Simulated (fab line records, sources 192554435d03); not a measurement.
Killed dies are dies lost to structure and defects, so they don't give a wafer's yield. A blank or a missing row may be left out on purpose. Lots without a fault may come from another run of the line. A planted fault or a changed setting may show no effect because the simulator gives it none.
Chamber matching | flow n5_finfet | N5_BEOL_M8_DEP_56 on pecvd-03: 3 sister chambers
The step deposits SiCN from 3MS/NH3, target thk 10 nm, time 17.5 s. 18 wafers are shown with their chamber, then 9 later ones without.

WAFERS WITH THEIR CHAMBER
wafer  | chamber | throttle_valve_pct (%) | showerhead_plenum_p_Torr (Torr) | showerhead_vpp_V (V)
L076.1 | 1       | 9.2                    | 3.665                           | 888
L076.3 | 2       | 7.9                    | 3.662                           | 903
L076.5 | 1       | 9.3                    | 3.661                           | 885
L078.1 | 0       | 9.9                    | 3.688                           | 894
L078.4 | 0       | 10.1                   | 3.678                           | 889
L078.5 | 2       | 8.1                    | 3.661                           | 906
L077.1 | 2       | 8.1                    | 3.670                           | 915
L077.5 | 0       | 10.1                   | 3.678                           | 887
L077.6 | 1       | 8.9                    | 3.674                           | 911
L080.1 | 2       | 8.0                    | 3.669                           | 904
L080.2 | 0       | 10.0                   | 3.686                           | 894
L080.5 | 2       | 8.3                    | 3.674                           | 902
L087.3 | 1       | 9.0                    | 3.675                           | 895
L087.5 | 0       | 10.1                   | 3.687                           | 904
L087.6 | 1       | 9.3                    | 3.665                           | 894
L086.1 | 1       | 9.1                    | 3.664                           | 902
L086.3 | 1       | 8.9                    | 3.670                           | 896
L086.4 | 0       | 10.2                   | 3.676                           | 899

SIGNATURES (means of the wafers above)
reading                  | chamber 0 | chamber 1 | chamber 2 | scatter within a chamber
throttle_valve_pct       | 10.067    | 9.100     | 8.080     | 0.146
showerhead_plenum_p_Torr | 3.68217   | 3.66771   | 3.66720   | 0.00541
showerhead_vpp_V         | 894.50    | 895.86    | 906.00    | 7.11
Rule: a wafer's distance from a chamber is the root of the sum, over the readings, of the square of ((its reading less the chamber's mean) divided by the reading's scatter). The wafer belongs to the nearest chamber; if the next one is less than 2 further off, it can't be placed. The scatter: the root of (the sum of the squares of (reading less its chamber's mean) over the shown wafers, divided by (wafers less chambers)).

WAFERS WITHOUT THEIR CHAMBER
wafer  | throttle_valve_pct (%) | showerhead_plenum_p_Torr (Torr) | showerhead_vpp_V (V)
L090.1 | 9.1                    | 3.664                           | 922
L090.4 | 10.0                   | 3.684                           | 880
L090.5 | 9.1                    | 3.663                           | 912
L092.1 | 8.8                    | 3.678                           | 899
L092.4 | 8.0                    | 3.672                           | 912
L092.5 | 10.1                   | 3.683                           | 891
L093.1 | 9.3                    | 3.658                           | 906
L093.4 | 8.3                    | 3.669                           | 920
L093.6 | 10.1                   | 3.673                           | 893

WHICH CHAMBER EACH WENT THROUGH
wafer  | from the rows above | in truth
L090.1 | 1                   | 1
L090.4 | 0                   | 0
L090.5 | 1                   | 1
L092.1 | 1                   | 1
L092.4 | 2                   | 2
L092.5 | 0                   | 0
L093.1 | 1                   | 1
L093.4 | 2                   | 2
L093.6 | 0                   | 0
Placed correctly: 9 of 9. Can't be placed from these rows: 0. Placed wrongly: 0.
